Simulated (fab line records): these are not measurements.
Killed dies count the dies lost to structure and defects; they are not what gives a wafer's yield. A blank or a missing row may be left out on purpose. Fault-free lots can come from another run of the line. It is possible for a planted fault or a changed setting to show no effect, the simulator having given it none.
Matching of chambers | flow n5-finfet | N5_MOL_CONTACT_COAG_STRIP_98 on rie-diel-06: 4 sister chambers
The step strips in N2/H2. 4 wafers are shown with their chamber, then 8 later ones without.

## WAFERS, EACH WITH ITS CHAMBER
wafer  | chamber | showerhead-plenum-p-Torr (Torr)
L086.3 | 2       | 3.18
L087.3 | 1       | 3.34
L087.5 | 0       | 3.50
L091.2 | 3       | 3.21

## WAFERS WITH NO CHAMBER GIVEN
wafer  | showerhead-plenum-p-Torr (Torr)
L091.3 | 3.49
L091.6 | 3.21
L093.1 | 3.49
L093.2 | 3.58
L093.5 | 3.58
L097.1 | 3.20
L097.4 | 3.58
L097.6 | 3.33

## CHAMBER TAKEN BY EACH
wafer  | from the rows above     | in truth
L091.3 | 0                       | 0
L091.6 | can't be placed: 3 or 2 | 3
L093.1 | 0                       | 0
L093.2 | 0                       | 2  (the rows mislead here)
L093.5 | 0                       | 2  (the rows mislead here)
L097.1 | can't be placed: 3 or 2 | 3
L097.4 | 0                       | 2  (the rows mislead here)
L097.6 | 1                       | 1
Placed correctly: 3 of 8. Not placeable from these rows: 2 (in 2, the candidates include the true chamber). Placed wrongly: 3.
How it was worked out, from the rows above alone: a wafer's distance from a chamber is the root of the sum, over the readings, of the square of ((its reading less the chamber's mean) divided by the reading's scatter). The wafer belongs to the nearest chamber; if the next one is less than 2 further off, it can't be placed. The mean given for a chamber averages the wafers shown for that chamber. The scatter (one wafer shown for each chamber): square how far every hidden wafer sits from the nearest shown wafer, average those squares and take the square root.
